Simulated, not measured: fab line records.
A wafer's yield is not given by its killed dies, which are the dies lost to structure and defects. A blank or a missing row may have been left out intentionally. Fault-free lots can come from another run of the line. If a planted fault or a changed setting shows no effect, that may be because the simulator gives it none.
Struck lot and sound lot, side by side :: flow n5Finfet :: 40 out of 1938 route steps
Sound: wafers L278.2, L278.3, L278.5. Wafers struck: L276.2, L276.4. The cause is given at the end.
Each step with rows lists, per side, the tool, then ch with its chambers, then its first start. Under that, the readings that differ: sound wafers :: struck wafers :: difference of the means :: sigmas: that difference in standard deviations of wafers without a fault.
alike: a reading whose means differ by less than 2 such deviations, as well as words and numbers matching on both sides. not compared: withheld readings; readings where some wafer has no value; bounds like >300 that might hide an equal value; numbers whose values overlap and for which the record gives no deviation.
A row with sigmas, a row that says differs or no value, or rows on one side alone: a step with any of these is where the two part. Non-overlapping numbers with no deviation appear without sigmas and do not part them. A reading that every wafer of one side lacks parts them only if that side has two wafers or more.

first, 9 steps without rows for these wafers: N5_BEOL_M4_ANNEAL_95 (time 240 s); N5_BEOL_M4_SPUTTER_96 (material Cu, target thk 4.5 nm, time 8.29 s); N5_BEOL_M4_ECD_50 (material Cu, target thk 300 nm); N5_BEOL_M4_ANNEAL_51 (time 90 s); N5_BEOL_M4_CMP_52 (polishes, stops on SiOC, t overpolish 6.8 s, target thk 40 nm); N5_BEOL_M4_PRE_CLEAN_60 (time 15 s); N5_BEOL_M4_CO_CAP_55 (material Co, precursor CCTBA/H2, target thk 2 nm, time 102.1 s); N5_BEOL_M4_PRE_CLEAN_56 (time 15 s); N5_BEOL_M4_DEP_57 (deposits SiCN from 3MS/NH3, target thk 8 nm, time 14 s).
N5_BEOL_M4_RC_MEAS_101:
  sound on prober-02 ch 0, day 12 01:05; struck on prober-01 ch 0, day 11 04:25
  alike: DIBL_N, DIBL_P, IOFF_N, IOFF_P, ION_N, ION_P, SS_N, SS_P, VT_N, VT_P
then, 3 steps without rows for these wafers: N5_BEOL_M5_ILD_DEP_00 (deposits SiCOH lowk from DEMS/porogen, target thk 140.64 nm, time 25.9 s); N5_BEOL_M5_CURE_79 (cures SiCOH lowk, time 240 s); N5_BEOL_M5_PECVD_70 (deposits SiO2 from TEOS/O2, target thk 16 nm, time 18 s).
N5_BEOL_M5_HM_DEP_02: deposits TiN, target thk 20 nm.
  sound: pvdSputter-02 at day 12 02:52; struck: pvdSputter-01 at day 11 07:24
reading: model.TiN_of_BEOL_M5_HM_DEP_02.thkNm (nm)
sound: 20 19.8 19.8
struck: 29.8 29.6
difference: +9.8
sigmas: 
  alike: throttleValvePct
then, 16 steps without rows for these wafers: N5_BEOL_M5_COAT_59 (time 60 s, resist thk 60 nm); N5_BEOL_M5_COAT_60 (time 60 s, resist thk 12 nm); N5_BEOL_M5_COAT_71 (time 60 s, resist thk 5 nm); N5_BEOL_M5_COAT_05 (resist thk 30 nm); N5_BEOL_M5_EBR_07; N5_BEOL_M5_SOFTBAKE_06 (time 60 s); N5_BEOL_M5_EXPOSE_08 (exposes mask M5, target cd 28 nm); N5_BEOL_M5_PEB_09 (peb time 60 s); N5_BEOL_M5_DEVELOP_10 (develop time 30 s); N5_BEOL_M5_DESCUM_16 (chemistry O2, time 7 s); N5_BEOL_M5_ETCH_72 (etches underlayer in N2/H2, target depth 6.5 nm, time 5.2 s); N5_BEOL_M5_ETCH_61 (etches SiARC in CF4, target depth 15.6 nm, time 26 s); N5_BEOL_M5_ETCH_62 (etches SOC in N2/H2, target depth 75 nm, overetch 15 nm, time 112.5 s); N5_BEOL_M5_STRIP_63 (strips in N2/H2); N5_BEOL_M5_STRIP_73 (strips in N2/H2); N5_BEOL_M5_STRIP_64 (strips in CF4).
N5_BEOL_M5_HM_OPEN_17: chemistry Cl2/BCl3, target TiN, target depth 20 nm, overetch 6 nm.
  sound on rieMetal-01 ch 0,1, day 12 03:45; struck on rieMetal-01 ch 1, day 11 08:11
reading: oesProductAu (a.u.)
sound: 0.67 0.55 0.55
struck: 0.78 0.78
difference: +0.19
sigmas: +3

reading: throttleValvePct (%)
sound: 22.15 22.34 22.34
struck: 21.94 21.93
difference: -0.34
sigmas: -2

reading: model.etch.depthNm (nm)
sound: 19.97 19.85 19.89
struck: 25.92 25.91
difference: +6.01
sigmas: 
  alike: chamberPressureMTorr, drypumpMotorCurrentA, mfcCl2Sccm, rfFwdPowerW
  not compared: rfHoursCounterH
then, 3 steps without rows for these wafers: N5_BEOL_M5_STRIP_19 (strips in O2); N5_BEOL_M5_COAT_65 (time 60 s, resist thk 60 nm); N5_BEOL_M5_COAT_66 (time 60 s, resist thk 12 nm).
N5_BEOL_M5_VIA_ETCH_34: etches SiCOH lowk in C4F6/O2, target depth 88.3 nm, time 39.2 s.
  sound on rieDiel-03 ch 0,1,2, day 12 04:41; struck on rieDiel-05 ch 0, day 11 09:16
reading: chamberPressureMTorr (mTorr)
sound: 30.037 30.057 29.974
struck: 29.966 29.953
difference: -0.063
sigmas: -2

reading: oesProductAu (a.u.)
sound: 0.88 0.68 0.68
struck: 0.32 0.34
difference: -0.42
sigmas: -5
  alike: drypumpMotorCurrentA, oes_o_777_au, rfFwdPowerW, rfVppV, showerheadPlenumPTorr, throttleValvePct
  not compared: rfHoursCounterH
N5_BEOL_M5_TRENCH_ETCH_37: etches SiCOH lowk in C4F6/O2, target depth 71.652 nm, time 24.7 s.
  sound on rieDiel-03 ch 0,1,2; struck on rieDiel-05 ch 0
reading: model.TiN_of_BEOL_M5_HM_DEP_02.thkNm (nm)
sound: 17.8 17.8 17.8
struck: 27.8 27.4
difference: +9.8
sigmas: 
  alike: chamberPressureMTorr, drypumpMotorCurrentA, oes_o_777_au, oesProductAu, rfFwdPowerW, rfVppV, showerheadPlenumPTorr, throttleValvePct
  not compared: rfHoursCounterH, model.BEOL_M5.cdNm
N5_BEOL_M5_OCD_MEAS_38:
  sound: ocd-01 at day 12 04:56; struck: ocd-02 at day 11 09:30
reading: trenchDepthNm (nm)
sound: 70.0 69.0 69.8
struck: 6.0 8.5
difference: -62.3
sigmas: -57
N5_BEOL_M5_CD_MEAS_35: target cd 28 nm, target cd y 24 nm.
  sound: cdSem-02 at day 12 05:05; struck: cdSem-02 at day 11 09:40
  not compared: cdNm
N5_BEOL_M5_THK_MEAS_53: measures by xrf.
  sound: filmMetro-01 at day 12 11:52; struck: filmMetro-01 at day 11 16:50
reading: M5_THK (nm)
sound: 57.6 58.6 57.8
struck: - -
difference: no value on the struck wafers
sigmas: 
-- record jumps: 4 days separate the struck wafers' starts on either side; left off in module BEOL_M5, taken up again in module PASSIVATION, whose first shown step is the route's number 1936 --
N5_PASSIVATION_PROBE_49:
  rows exist in the record for the struck wafers here (prober-02, day 15 09:21), but not for the sound ones

WHERE THEY PART
First at N5_BEOL_M5_HM_OPEN_17; last, within this record, at N5_PASSIVATION_PROBE_49.

WHY: what the simulator had put in
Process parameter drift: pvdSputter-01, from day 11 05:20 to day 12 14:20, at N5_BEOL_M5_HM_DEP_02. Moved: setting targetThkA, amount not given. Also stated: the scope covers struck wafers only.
